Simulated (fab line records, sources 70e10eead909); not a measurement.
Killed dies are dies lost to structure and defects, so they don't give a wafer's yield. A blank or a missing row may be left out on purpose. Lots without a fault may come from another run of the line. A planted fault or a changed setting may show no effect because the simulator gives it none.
Chamber matching | flow nand_harc | NHARC_A_SGD_CUT_ETCHBACK_24 on rie_diel-11: 4 sister chambers
The step etches the open film in CH3F/O2, target depth 50 nm, time 92.857 s. 22 wafers are shown with their chamber, then 11 later ones without.

WAFERS WITH THEIR CHAMBER
wafer  | chamber | drypump_motor_current_A (A) | rf_vpp_V (V) | oes_product_au (a.u.)
L075.1 | 1       | 5.55                        | 246.3        | 1.01
L075.2 | 2       | 5.28                        | 244.4        | 1.00
L075.5 | 1       | 5.59                        | 245.5        | 1.01
L079.4 | 1       | 5.59                        | 245.1        | 1.00
L079.5 | 0       | 5.62                        | 244.0        | 1.00
L079.6 | 1       | 5.56                        | 247.7        | 1.01
L080.3 | 0       | 5.63                        | 244.8        | 1.01
L080.4 | 1       | 5.63                        | 246.6        | 1.01
L080.6 | 3       | 6.03                        | 241.2        | 0.99
L081.1 | 3       | 6.05                        | 241.5        | 0.91
L081.4 | 1       | 5.63                        | 245.1        | 0.92
L081.5 | 0       | 5.61                        | 243.2        | 0.92
L084.1 | 0       | 5.64                        | 245.5        | 0.96
L084.2 | 1       | 5.59                        | 247.3        | 0.95
L084.5 | 0       | 5.61                        | 242.4        | 0.96
L087.3 | 0       | 5.62                        | 244.5        | 0.99
L087.4 | 3       | 6.04                        | 242.8        | 0.99
L087.6 | 0       | 5.63                        | 243.6        | 1.00
L092.1 | 2       | 5.27                        | 243.6        | 1.00
L092.2 | 3       | 6.03                        | 243.3        | 0.99
L092.3 | 0       | 5.61                        | 244.0        | 1.00
L093.1 | 1       | 5.58                        | 246.6        | 0.94

SIGNATURES (means of the wafers above)
reading                 | chamber 0 | chamber 1 | chamber 2 | chamber 3 | scatter within a chamber
drypump_motor_current_A | 5.6212    | 5.5900    | 5.2750    | 6.0375    | 0.0197
rf_vpp_V                | 244.000   | 246.275   | 244.000   | 242.200   | 0.958
oes_product_au          | 0.9800    | 0.9812    | 1.0000    | 0.9700    | 0.0346
Rule: a wafer's distance from a chamber is the root of the sum, over the readings, of the square of ((its reading less the chamber's mean) divided by the reading's scatter). The wafer belongs to the nearest chamber; if the next one is less than 2 further off, it can't be placed. The scatter: the root of (the sum of the squares of (reading less its chamber's mean) over the shown wafers, divided by (wafers less chambers)).

WAFERS WITHOUT THEIR CHAMBER
wafer  | drypump_motor_current_A (A) | rf_vpp_V (V) | oes_product_au (a.u.)
L093.4 | 5.65                        | 243.9        | 0.92
L093.5 | 5.28                        | 243.7        | 0.92
L095.2 | 5.56                        | 245.1        | 0.92
L095.4 | 5.56                        | 244.4        | 0.92
L095.6 | 6.03                        | 242.4        | 0.92
L096.1 | 5.59                        | 246.1        | 1.00
L096.2 | 6.03                        | 241.7        | 0.99
L096.5 | 5.62                        | 242.7        | 1.00
L097.1 | 6.04                        | 240.8        | 0.91
L097.2 | 5.57                        | 245.3        | 0.93
L097.6 | 5.63                        | 243.1        | 0.92

WHICH CHAMBER EACH WENT THROUGH
wafer  | from the rows above     | in truth
L093.4 | 0                       | 0
L093.5 | 2                       | 2
L095.2 | can't be placed: 1 or 0 | 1
L095.4 | can't be placed: 1 or 0 | 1
L095.6 | 3                       | 3
L096.1 | 1                       | 1
L096.2 | 3                       | 3
L096.5 | 0                       | 0
L097.1 | 3                       | 3
L097.2 | can't be placed: 1 or 0 | 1
L097.6 | 0                       | 0
Placed correctly: 8 of 11. Can't be placed from these rows: 3 (the true chamber is among the candidates in 3). Placed wrongly: 0.
